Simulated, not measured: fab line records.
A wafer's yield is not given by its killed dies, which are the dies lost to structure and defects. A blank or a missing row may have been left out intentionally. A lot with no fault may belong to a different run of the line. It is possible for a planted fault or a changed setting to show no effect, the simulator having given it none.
fab line records	flow n5Finfet
record: lots: 7	wafers: 21
route steps=1938 shown BEOL_M13@1673 BEOL_M15@1776 MIM_BOT_LITHO@1859 PASSIVATION@1921
startH: hours from the record's opening day to when the first of the lot's shown wafers began	waitH: hours elapsed since this lot's preceding step	" repeats the value in the row above	L1.1+2: several wafers, shown together as one row	- no value, or no start was given	* or withheld: withheld	< > ~ a bound
route shown NAME@n: NAME is a module with steps in the file, n the number in the route of the first one	usual: mean/standard deviation of fault-free wafers	same: alike in all rows	chamber/n: place in a boat	sites: readings site by site	_std_site: the values' standard deviation	_edge_site: inner sites' mean taken away from outer sites' mean	radiusMm: how far each site lies from the wafer's centre	mask NAME#n: copy n	behind: the tool/chamber that last shaped the wafer	hold: why the lot went on hold/how many hours it stayed there/how the hold came to an end	device: whichever transistor did not switch (one of n, p or np)	end of line: at the end of the route, the tests of the same wafers	for a step that has no rows: nothing shown but its recipe	killed: dies that structure and defects cost at the first sort, which is not the same as the wafer's yield	map: a wafer's dies, x killed, . not, _ none there
set.NAME: the setting the step ran with; set.NAME@STEP: the setting that earlier step ran with	model.NAME: the simulator's own value behind a step, which no gauge read
lots run with intentionally changed settings; tables by step, rows by wafer
== steps ==
step: N5_BEOL_M13_ETCH_59
recipe: chemistry: N2/H2	target: BARC	targetDepthA: 890	overetchA: 267	timeS: 67.9	ionEnergyEv: 200	pressureMtorr: 30	sourceW: 840	biasW: 150	n2FlowSccm: 200	h2FlowSccm: 200
lot.wafer	tool	chamber	startH	waitH	set.timeS	model.coat_of_BEOL_M13_COAT_04.thkNm
L077.3	rieDiel-01	0	297.29	0.0	67.9	317
L077.5	"	1	"	"	67.9	318.4
L077.6	"	0	"	"	67.9	317.2
L076.3	rieDiel-06	1	302.64	0.0	67.9	316
L076.4	"	0	"	"	67.9	318
L076.6	"	2	"	"	67.9	316.2
L078.4	rieDiel-06	0	312.76	0.0	67.9	320.2
L078.5	"	2	"	"	67.9	319
L078.6	"	1	"	"	67.9	317.4
L083.3	rieDiel-01	2	383.91	0.0	67.9	319
L083.5	"	1	"	"	82.25	305.8
L083.6	"	0	"	"	82.25	303
L090.3	rieDiel-01	2	418.35	0.0	62.58	324.8
L090.4	"	3	"	"	67.9	318.4
L090.6	"	2	"	"	67.9	319.8
L094.2	rieDiel-06	2	469.47	0.0	74.37	309.6
L094.3	"	3	"	"	67.9	317
L094.4	"	0	"	"	67.9	318.4
L082.2	rieDiel-01	0	482.75	0.0	53.03	332.2
L082.4	"	1	"	"	53.03	330.8
L082.6	"	0	"	"	67.9	316.8
step: N5_BEOL_M13_VIA_ETCH_16
recipe: chemistry: C4F8/O2/Ar	target: SiOC	pressureMtorr: 30	sourceW: 3000	biasW: 700	Ar_flow_sccm: 400	C4F8_flow_sccm: 15	O2_flow_sccm: 8	heInnerTorr: 15	heOuterTorr: 30	targetDepthA: 9217	timeS: withheld	ionEnergyEv: 250	ends: cleared
lot.wafer	tool	chamber	startH	waitH	set.timeS@BEOL_M13_ETCH_59	model.coat_of_BEOL_M13_COAT_04.thkNm
L077.3	rieDiel-01	0	297.34	0.0	*	74
L077.5	"	1	"	"	*	72
L077.6	"	0	"	"	*	70.2
L076.3	rieDiel-06	1	302.69	0.0	*	74.8
L076.4	"	0	"	"	*	70
L076.6	"	2	"	"	*	70.8
L078.4	rieDiel-06	0	312.89	0.1	*	70.4
L078.5	"	2	"	"	*	68.6
L078.6	"	1	"	"	*	65
L083.3	rieDiel-01	2	383.96	0.0	*	73
L083.5+6	"	1,0	"	"	*	54
L090.3	rieDiel-01	2	418.40	0.0	*	75.4
L090.4	"	3	"	"	*	66.8
L090.6	"	2	"	"	*	66.6
L094.2	rieDiel-06	2	469.52	0.0	*	68.4
L094.3	"	3	"	"	*	73.4
L094.4	"	0	"	"	*	72.8
L082.2	rieDiel-01	0	482.80	0.0	*	87
L082.4	"	1	"	"	*	82.6
L082.6	"	0	"	"	*	63.6
step: N5_BEOL_M13_STRIP_63
recipe: chemistry: N2/H2	powerW: 1000	tempC: 250	h2Frac: 0.65	overashFraction: 0.3	pressureMtorr: 1000	n2FlowSccm: 1750	h2FlowSccm: 3250
usual: stripTimeToEndpointS: 27.9/0.98
lot.wafer	tool	chamber	startH	waitH	set.timeS@BEOL_M13_ETCH_59	stripTimeToEndpointS
L077.3	plasmaAsher-01	0	297.59	-	67.9	28.8
L077.5	"	0	"	"	67.9	28.3
L077.6	"	1	"	"	67.9	27.7
L076.3	plasmaAsher-01	1	302.95	-	67.9	29.1
L076.4	"	0	"	"	67.9	27.7
L076.6	"	0	"	"	67.9	27.9
L078.4	plasmaAsher-02	0	313.04	-	67.9	27.8
L078.5	"	0	"	"	67.9	27.2
L078.6	"	1	"	"	67.9	26.1
L083.3	plasmaAsher-02	0	384.25	-	67.9	28.5
L083.5	"	0	"	"	82.25	22.9
L083.6	"	1	"	"	82.25	22.9
L090.3	plasmaAsher-01	0	418.66	-	62.58	29.2
L090.4	"	1	"	"	67.9	26.8
L090.6	"	1	"	"	67.9	26.7
L094.2	plasmaAsher-01	0	469.76	-	74.37	27.2
L094.3	"	1	"	"	67.9	28.6
L094.4	"	0	"	"	67.9	28.5
L082.2	plasmaAsher-02	0	483.04	-	53.03	32.6
L082.4	"	1	"	"	53.03	31.3
L082.6	"	1	"	"	67.9	25.7
step: N5_BEOL_M15_COAT_04
recipe: spinRpm: 1704	resistThkNm: 800
lot.wafer	tool	chamber	startH	waitH	set.spinRpm	model.coat_of_BEOL_M15_COAT_04.thkNm
L077.3	lithoTrack-04	0	-	-	1650	812.2
L077.5	"	0	"	"	1704	800.8
L077.6	"	0	"	"	1650	815.2
L076.3	lithoTrack-01	0	-	-	1704	802
L076.4	"	0	"	"	1704	802.4
L076.6	"	0	"	"	1704	801.4
L078.4	lithoTrack-02	0	-	-	1704	801.4
L078.5+6	"	0	"	"	1704	804.2
L083.3	lithoTrack-02	0	-	-	1704	804
L083.5	"	0	"	"	1704	800.4
L083.6	"	0	"	"	1521	849.8
L090.3	lithoTrack-04	0	-	-	1704	802
L090.4	"	0	"	"	1704	806.2
L090.6	"	0	"	"	1704	800.8
L094.2	lithoTrack-02	0	-	-	1704	804.6
L094.3	"	0	"	"	1704	803.4
L094.4	"	0	"	"	1767	788.4
L082.2	lithoTrack-01	0	-	-	1569	832.8
L082.4	"	0	"	"	1704	798.2
L082.6	"	0	"	"	1704	802.8
step: N5_BEOL_M15_ETCH_59
recipe: chemistry: N2/H2	target: BARC	targetDepthA: 890	overetchA: 267	timeS: 67.9	ionEnergyEv: 200	pressureMtorr: 30	sourceW: 840	biasW: 150	n2FlowSccm: 200	h2FlowSccm: 200
lot.wafer	tool	chamber	startH	waitH	set.timeS	set.spinRpm@BEOL_M15_COAT_04	model.coat_of_BEOL_M15_COAT_04.thkNm
L077.3	rieDiel-03	2	308.97	0.0	67.9	1650	728.4
L077.5	"	3	"	"	67.9	1704	719
L077.6	"	0	"	"	61.12	1650	739.2
L076.3+4	rieDiel-03	3,0	313.35	0.0	67.9	1704	720.4
L076.6	"	3	"	"	67.9	1704	719.4
L078.4	rieDiel-03	3	320.87	0.0	67.9	1704	719.4
L078.5	"	1	"	"	67.9	1704	722.4
L078.6	"	0	"	"	67.9	1704	722.6
L083.3	rieDiel-01	0	397.61	0.0	67.9	1704	720.4
L083.5	"	3	"	"	67.9	1704	716.4
L083.6	"	0	"	"	71.77	1521	763
L090.3	rieDiel-01	3	428.79	0.0	80.58	1704	705.4
L090.4	"	0	"	"	80.58	1704	711
L090.6	"	0	"	"	67.9	1704	717.8
L094.2	rieDiel-01	2	489.34	0.0	67.9	1704	722.8
L094.3	"	1	"	"	67.9	1704	721
L094.4	"	3	"	"	67.9	1767	704
L082.2	rieDiel-03	1	494.83	0.0	67.9	1569	750.6
L082.4	"	3	"	"	61.39	1704	721.8
L082.6	"	0	"	"	67.9	1704	720.2
step: N5_BEOL_M15_VIA_ETCH_16
recipe: chemistry: C4F8/O2/Ar	target: SiO2	heInnerTorr: 15	heOuterTorr: 30	targetDepthA: 17922	timeS: withheld	ionEnergyEv: 800	pressureMtorr: 20	sourceW: 1905	biasW: 2040	Ar_flow_sccm: 400	C4F8_flow_sccm: 16	O2_flow_sccm: 12	ends: cleared
lot.wafer	tool	chamber	startH	waitH	set.spinRpm@BEOL_M15_COAT_04	model.coat_of_BEOL_M15_COAT_04.thkNm
L077.3	rieDiel-03	2	309.02	0.0	1650	352.2
L077.5	"	3	"	"	1704	328.8
L077.6	"	0	"	"	1650	347.6
L076.3	rieDiel-03	3	313.40	0.0	1704	339.6
L076.4	"	0	"	"	1704	327.6
L076.6	"	3	"	"	1704	335.6
L078.4	rieDiel-03	3	320.92	0.0	1704	328
L078.5	"	1	"	"	1704	327.6
L078.6	"	0	"	"	1704	330.2
L083.3	rieDiel-01	0	397.66	0.0	1704	342.8
L083.5	"	3	"	"	1704	328.2
L083.6	"	0	"	"	1521	376.6
L090.3	rieDiel-01	3	428.84	0.0	1704	317.4
L090.4	"	0	"	"	1704	323.8
L090.6	"	0	"	"	1704	330.2
L094.2	rieDiel-01	2	489.40	0.0	1704	340.6
L094.3	"	1	"	"	1704	342.6
L094.4	"	3	"	"	1767	316.2
L082.2	rieDiel-03	1	494.88	0.0	1569	366.8
L082.4	"	3	"	"	1704	337.8
L082.6	"	0	"	"	1704	336.4
step: N5_BEOL_M15_EXPOSE_25
recipe: maskId: M15	na: 0.8	sourceShape: annular	sigmaInner: 0.5	sigmaOuter: 0.8	polarization: unpolarized	targetCdNm: 400	doseMj: 35.5
lot.wafer	tool	chamber	startH	waitH	mask	set.doseMj
L077.3+5+6	krfScanner-02	0	310.27	-	M15#0	35.5
L076.3+4+6	krfScanner-02	0	314.59	-	M15#0	35.5
L078.4	krfScanner-02	0	322.05	-	M15#0	35.5
L078.5+6	"	0	"	"	M15#0	36.69
L083.3+6	krfScanner-02	0	399.00	-	M15#0	35.5
L083.5	"	0	"	"	M15#0	33.19
L090.3+4+6	krfScanner-01	0	430.09	-	M15#0	35.5
L094.2+3	krfScanner-01	0	490.74	-	M15#0	33.18
L094.4	"	0	"	"	M15#0	35.5
L082.2+4+6	krfScanner-01	0	496.21	-	M15#0	35.5
step: N5_BEOL_M15_PEB_26
recipe: pebTempC: 130	pebTimeS: 90
lot.wafer	tool	chamber	startH	waitH	set.pebTimeS
L077.3+5+6	lithoTrack-02	0	310.32	0.0	90
L076.3+4+6	lithoTrack-04	0	314.64	0.0	90
L078.4	lithoTrack-04	0	322.09	0.0	70.32
L078.5+6	"	0	"	"	90
L083.3+5+6	lithoTrack-04	0	399.05	0.0	90
L090.3	lithoTrack-02	0	430.13	0.0	90
L090.4+6	"	0	"	"	80.92
L094.2+3	lithoTrack-04	0	490.79	0.0	106.7
L094.4	"	0	"	"	90
L082.2	lithoTrack-04	0	496.26	0.0	90
L082.4+6	"	0	"	"	108
step: N5_BEOL_M15_DEVELOP_27
recipe: developTimeS: 45	rinseLiquid: diw	dry: airSpin	devTempC: 21
step: N5_BEOL_M15_HARDBAKE_32
recipe: tempC: 130	timeS: 120
step: N5_BEOL_M15_CD_MEAS_28
recipe: targetCdNm: 407.6	landingEnergyEv: 500	detector: seInlens
usual: cdNm: 408.1/1.6
lot.wafer	tool	chamber	startH	waitH	set.doseMj@BEOL_M15_EXPOSE_25	set.pebTimeS@BEOL_M15_PEB_26	cdNm
L077.3	cdSem-03	0	310.44	-	35.5	90	410.8
L077.5	"	0	"	"	35.5	90	410.4
L077.6	"	0	"	"	35.5	90	409.0
L076.3	cdSem-01	0	314.76	-	35.5	90	410.0
L076.4	"	0	"	"	35.5	90	408.8
L076.6	"	0	"	"	35.5	90	409.9
L078.4	cdSem-03	0	322.21	-	35.5	70.32	399.4
L078.5	"	0	"	"	36.69	90	413.2
L078.6	"	0	"	"	36.69	90	412.6
L083.3	cdSem-03	0	399.17	-	35.5	90	407.4
L083.5	"	0	"	"	33.19	90	396.7
L083.6	"	0	"	"	35.5	90	409.2
L090.3	cdSem-02	0	430.25	-	35.5	90	410.0
L090.4	"	0	"	"	35.5	80.92	404.4
L090.6	"	0	"	"	35.5	80.92	404.6
L094.2	cdSem-03	0	490.91	-	33.18	106.7	399.9
L094.3	"	0	"	"	33.18	106.7	400.8
L094.4	"	0	"	"	35.5	90	407.9
L082.2	cdSem-01	0	496.38	-	35.5	90	406.4
L082.4	"	0	"	"	35.5	108	411.9
L082.6	"	0	"	"	35.5	108	414.5
step: N5_BEOL_M15_DESCUM_33
recipe: chemistry: O2	timeS: 7.9	sourcePowerW: 50	biasPowerW: 20	pressureMtorr: 20	rfFrequencyHz: 2.712e+07	tempC: 40	o2FlowSccm: 225
lot.wafer	tool	chamber	startH	waitH	set.doseMj@BEOL_M15_EXPOSE_25	set.pebTimeS@BEOL_M15_PEB_26	model.BEOL_M15.cdNm
L077.3	rieDiel-06	1	310.52	0.0	35.5	90	410.6
L077.5	"	1	"	"	35.5	90	410.4
L077.6	"	2	"	"	35.5	90	409
L076.3	rieDiel-03	3	314.84	0.0	35.5	90	410.2
L076.4	"	3	"	"	35.5	90	408.8
L076.6	"	2	"	"	35.5	90	410
L078.4	rieDiel-03	0	322.29	0.0	35.5	70.32	399.2
L078.5	"	3	"	"	36.69	90	413
L078.6	"	0	"	"	36.69	90	412.6
L083.3	rieDiel-01	1	399.29	0.1	35.5	90	407.4
L083.5	"	2	"	"	33.19	90	396.4
L083.6	"	3	"	"	35.5	90	408.8
L090.3	rieDiel-03	0	430.34	0.0	35.5	90	409.8
L090.4	"	1	"	"	35.5	80.92	404.6
L090.6	"	3	"	"	35.5	80.92	405
L094.2	rieDiel-03	1	490.99	0.0	33.18	106.7	399.8
L094.3	"	0	"	"	33.18	106.7	401
L094.4	"	3	"	"	35.5	90	407.8
L082.2	rieDiel-03	1	496.50	0.1	35.5	90	406.2
L082.4	"	3	"	"	35.5	108	411.8
L082.6	"	1	"	"	35.5	108	414.2
step: N5_MIM_BOT_LITHO_PEB_06
recipe: pebTempC: withheld	pebTimeS: *
lot.wafer	tool	chamber	startH	waitH	set.pebTimeS
L077.3	lithoTrack-02	0	318.44	0.0	*
L077.5+6	"	0	"	"	*
L076.3+4+6	lithoTrack-05	0	325.50	0.0	*
L078.4+6	lithoTrack-02	0	328.46	0.0	*
L078.5	"	0	"	"	*
L083.3	lithoTrack-04	0	411.14	0.0	*
L083.5+6	"	0	"	"	*
L090.3+4+6	lithoTrack-04	0	441.96	0.0	*
L094.2+3+4	lithoTrack-05	0	499.63	0.0	*
L082.2+4	lithoTrack-04	0	505.57	0.0	*
L082.6	"	0	"	"	*
step: N5_MIM_BOT_LITHO_DEVELOP_07
recipe: developTimeS: 60	rinseLiquid: diw	dry: airSpin	devTempC: 21
step: N5_MIM_BOT_LITHO_HARDBAKE_09
recipe: tempC: 130	timeS: 120
step: N5_MIM_BOT_LITHO_CD_MEAS_08
recipe: targetCdNm: 3000	landingEnergyEv: 500	detector: seInlens	polarity: opening
usual: cdNm: 3000.6/1.6
lot.wafer	tool	chamber	startH	waitH	set.pebTimeS@MIM_BOT_LITHO_PEB_06	cdNm
L077.3	cdSem-01	0	318.56	-	*	2992.2
L077.5	"	0	"	"	*	3001.6
L077.6	"	0	"	"	*	3002.1
L076.3	cdSem-01	0	325.62	-	*	2998.7
L076.4	"	0	"	"	*	2996.8
L076.6	"	0	"	"	*	3001.5
L078.4	cdSem-03	0	328.58	-	*	2996.6
L078.5	"	0	"	"	*	3002.4
L078.6	"	0	"	"	*	2997.3
L083.3	cdSem-01	0	411.26	-	*	2996.6
L083.5	"	0	"	"	*	3000.5
L083.6	"	0	"	"	*	3002.8
L090.3	cdSem-01	0	442.08	-	*	2998.4
L090.4	"	0	"	"	*	3000.6
L090.6	"	0	"	"	*	2998.4
L094.2	cdSem-01	0	499.75	-	*	2997.8
L094.3	"	0	"	"	*	2999.8
L094.4	"	0	"	"	*	2999.0
L082.2	cdSem-01	0	505.69	-	*	3003.5
L082.4	"	0	"	"	*	3002.3
L082.6	"	0	"	"	*	3001.4
step: N5_PASSIVATION_EXPOSE_41
recipe: maskId: PASS_OPEN	na: 0.55	defocusNm: 0	sourceShape: conventional	sigmaOuter: 0.8	polarization: unpolarized	targetCdNm: 40000	doseMj: 57.25
lot.wafer	tool	chamber	startH	waitH	mask	set.doseMj
L077.3+5+6	krfScanner-02	0	327.12	-	PASS_OPEN#0	60.08
L078.4+6	krfScanner-01	0	333.87	-	PASS_OPEN#0	61.18
L078.5	"	0	"	"	PASS_OPEN#0	57.25
L076.3+4+6	krfScanner-02	0	334.32	-	PASS_OPEN#0	57.25
L083.3+6	krfScanner-02	0	418.42	-	PASS_OPEN#0	57.25
L083.5	"	0	"	"	PASS_OPEN#0	58.4
L090.3+6	krfScanner-02	0	448.38	-	PASS_OPEN#0	57.25
L090.4	"	0	"	"	PASS_OPEN#0	61.21
L094.2	krfScanner-02	0	505.64	-	PASS_OPEN#0	57.25
L094.3+4	"	0	"	"	PASS_OPEN#0	54.88
L082.2+4+6	krfScanner-02	0	513.80	-	PASS_OPEN#0	61.05
step: N5_PASSIVATION_PEB_42
recipe: pebTempC: withheld	pebTimeS: *
step: N5_PASSIVATION_DEVELOP_43
recipe: developTimeS: 60	rinseLiquid: diw	dry: airSpin	devTempC: 21
step: N5_PASSIVATION_HARDBAKE_45
recipe: tempC: 130	timeS: 120
step: N5_PASSIVATION_CD_MEAS_44
recipe: targetCdNm: 40000	landingEnergyEv: 500	detector: seInlens
usual: cdNm: 39999/3.1
lot.wafer	tool	chamber	startH	waitH	set.doseMj@PASSIVATION_EXPOSE_41	cdNm
L077.3	cdSem-02	0	327.29	-	60.08	40014
L077.5	"	0	"	"	60.08	40014
L077.6	"	0	"	"	60.08	40014
L078.4	cdSem-01	0	334.04	-	61.18	40022
L078.5	"	0	"	"	57.25	39999
L078.6	"	0	"	"	61.18	40025
L076.3	cdSem-03	0	334.48	-	57.25	40002
L076.4	"	0	"	"	57.25	40004
L076.6	"	0	"	"	57.25	40002
L083.3	cdSem-03	0	418.59	-	57.25	40001
L083.5	"	0	"	"	58.4	40008
L083.6	"	0	"	"	57.25	40006
L090.3	cdSem-03	0	448.55	-	57.25	39995
L090.4	"	0	"	"	61.21	40020
L090.6	"	0	"	"	57.25	39994
L094.2	cdSem-02	0	505.82	-	57.25	39998
L094.3	"	0	"	"	54.88	39984
L094.4	"	0	"	"	54.88	39984
L082.2	cdSem-03	0	513.97	-	61.05	40020
L082.4	"	0	"	"	61.05	40023
L082.6	"	0	"	"	61.05	40026
step: N5_PASSIVATION_PASS_ETCH_47
recipe: chemistry: CF4/O2	target: SiNx	targetDepthA: 7700	timeS: 385	ionEnergyEv: 100	pressureMtorr: 40	sourceW: 535	biasW: 49	Ar_flow_sccm: 100	cf4FlowSccm: 100	O2_flow_sccm: 10
usual: rfVppV: 241.0/2.5
lot.wafer	tool	chamber	startH	waitH	set.sourceW	rfVppV	model.etch.depthNm
L077.3	rieDiel-04	3	327.41	0.0	600.4	226.5	854.7
L077.5	"	1	"	"	535	240.9	758.3
L077.6	"	0	"	"	600.4	230.0	862.6
L078.4	rieDiel-04	1	334.16	0.0	535	240.3	770.8
L078.5	"	0	"	"	535	242.7	792
L078.6	"	1	"	"	627.5	221.2	884.3
L076.3	rieDiel-02	2	334.64	0.0	535	243.2	779.2
L076.4	"	0	"	"	535	243.4	768.7
L076.6	"	3	"	"	535	240.2	751.4
L083.3	rieDiel-04	0	418.84	0.0	535	242.9	781.3
L083.5	"	1	"	"	448	264.8	642.2
L083.6	"	2	"	"	448	260.8	662.3
L090.3	rieDiel-04	0	448.67	0.0	535	243.2	777
L090.4	"	3	"	"	576.5	231.0	830.3
L090.6	"	2	"	"	535	237.0	784.5
L094.2	rieDiel-02	1	505.94	0.0	535	239.5	784.5
L094.3	"	3	"	"	450.1	260.7	661.2
L094.4	"	2	"	"	450.1	267.7	668.1
L082.2	rieDiel-04	3	514.10	0.0	474.5	255.3	694.9
L082.4	"	0	"	"	535	243.3	782.6
L082.6	"	1	"	"	535	239.9	755.9
== key ==
split: step: N5_BEOL_M13_ETCH_59	setting: timeS	stated: 67.9	by: wafer
response: step: N5_BEOL_M13_ETCH_59	reading: model.coat_of_BEOL_M13_COAT_04.thkNm	change: -0.698	per: 1%	r: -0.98
response: step: N5_BEOL_M13_VIA_ETCH_16	reading: model.coat_of_BEOL_M13_COAT_04.thkNm	change: -0.908	per: 1%	r: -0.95
response: step: N5_BEOL_M13_STRIP_63	reading: stripTimeToEndpointS	change: *	per: 1%	r: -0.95
split: step: N5_BEOL_M15_COAT_04	setting: spinRpm	stated: 1704	by: wafer
response: step: N5_BEOL_M15_COAT_04	reading: model.coat_of_BEOL_M15_COAT_04.thkNm	change: -4.29	per: 1%	r: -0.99
response: step: N5_BEOL_M15_ETCH_59	reading: model.coat_of_BEOL_M15_COAT_04.thkNm	change: -4.1	per: 1%	r: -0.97
response: step: N5_BEOL_M15_VIA_ETCH_16	reading: model.coat_of_BEOL_M15_COAT_04.thkNm	change: -4.15	per: 1%	r: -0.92
split: step: N5_BEOL_M15_ETCH_59	setting: timeS	stated: 67.9	by: wafer
response none clear
split: step: N5_BEOL_M15_EXPOSE_25	setting: doseMj	stated: 35.5	by: wafer
response: step: N5_BEOL_M15_CD_MEAS_28	reading: cdNm	slope: +1.94	per: 1%	togetherWith: pebTimeS@BEOL_M15_PEB_26	explained: 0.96
response: step: N5_BEOL_M15_DESCUM_33	reading: model.BEOL_M15.cdNm	slope: +1.93	per: 1%	togetherWith: pebTimeS@BEOL_M15_PEB_26	explained: 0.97
split: step: N5_BEOL_M15_PEB_26	setting: pebTimeS	stated: 90	by: wafer
response: step: N5_BEOL_M15_CD_MEAS_28	reading: cdNm	slope: +0.329	per: 1%	togetherWith: doseMj@BEOL_M15_EXPOSE_25	explained: 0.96
response: step: N5_BEOL_M15_DESCUM_33	reading: model.BEOL_M15.cdNm	slope: +0.332	per: 1%	togetherWith: doseMj@BEOL_M15_EXPOSE_25	explained: 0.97
split: step: N5_MIM_BOT_LITHO_PEB_06	setting: pebTimeS	stated: *	by: wafer
response: step: N5_MIM_BOT_LITHO_CD_MEAS_08	reading: cdNm	change: +0.377	per: 1%	r: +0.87
split: step: N5_PASSIVATION_EXPOSE_41	setting: doseMj	stated: 57.25	by: wafer
response: step: N5_PASSIVATION_CD_MEAS_44	reading: cdNm	change: +3.56	per: 1%	r: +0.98
split: step: N5_PASSIVATION_PASS_ETCH_47	setting: sourceW	stated: 535	by: wafer
response: step: N5_PASSIVATION_PASS_ETCH_47	reading: rfVppV	change: -1.26	per: 1%	r: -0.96
response: step: N5_PASSIVATION_PASS_ETCH_47	reading: model.etch.depthNm	change: +7.14	per: 1%	r: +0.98
